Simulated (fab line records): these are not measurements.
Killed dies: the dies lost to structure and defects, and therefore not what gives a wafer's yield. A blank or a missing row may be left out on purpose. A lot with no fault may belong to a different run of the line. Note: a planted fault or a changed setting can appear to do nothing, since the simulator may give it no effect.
Chamber matching | flow n5_finfet | N5_BEOL_M9_CURE_71 on uv_cure-02 has 3 sister chambers
The step cures SiCOH lowk, time 240 s. 3 wafers are shown with their chamber, then 8 later ones without.

== EACH WAFER AND ITS CHAMBER ==
wafer  | chamber | lamp_power_pct (%)
L085.6 | 1       | 52.38
L086.6 | 2       | 52.26
L092.2 | 0       | 52.20

== WAFERS WITHOUT THEIR CHAMBER ==
wafer  | lamp_power_pct (%)
L092.3 | 52.32
L092.4 | 52.28
L096.2 | 52.28
L096.3 | 52.32
L096.6 | 52.33
L097.1 | 52.21
L097.3 | 52.32
L097.4 | 52.37

== EACH ONE'S CHAMBER ==
wafer  | from the rows above          | in truth
L092.3 | can't be placed: 1 or 2 or 0 | 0
L092.4 | can't be placed: 2 or 0 or 1 | 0
L096.2 | can't be placed: 2 or 0 or 1 | 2
L096.3 | can't be placed: 1 or 2 or 0 | 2
L096.6 | can't be placed: 1 or 2 or 0 | 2
L097.1 | can't be placed: 0 or 2      | 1
L097.3 | can't be placed: 1 or 2 or 0 | 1
L097.4 | 1                            | 1
Correct placement for 1 of the 8. These rows do not allow placing 7 (true chamber among the candidates in 6). Number placed wrongly: 0.
How it was worked out, from the rows above alone: a wafer's distance from a chamber is the root of the sum, over the readings, of the square of ((its reading less the chamber's mean) divided by the reading's scatter). If the next closest chamber is less than 2 further off than the closest, the wafer can't be placed; otherwise it belongs to the closest. The mean given for a chamber averages the wafers shown for that chamber. The scatter: root of mean squared gap, hidden wafer to nearest shown wafer, with one shown wafer a chamber.
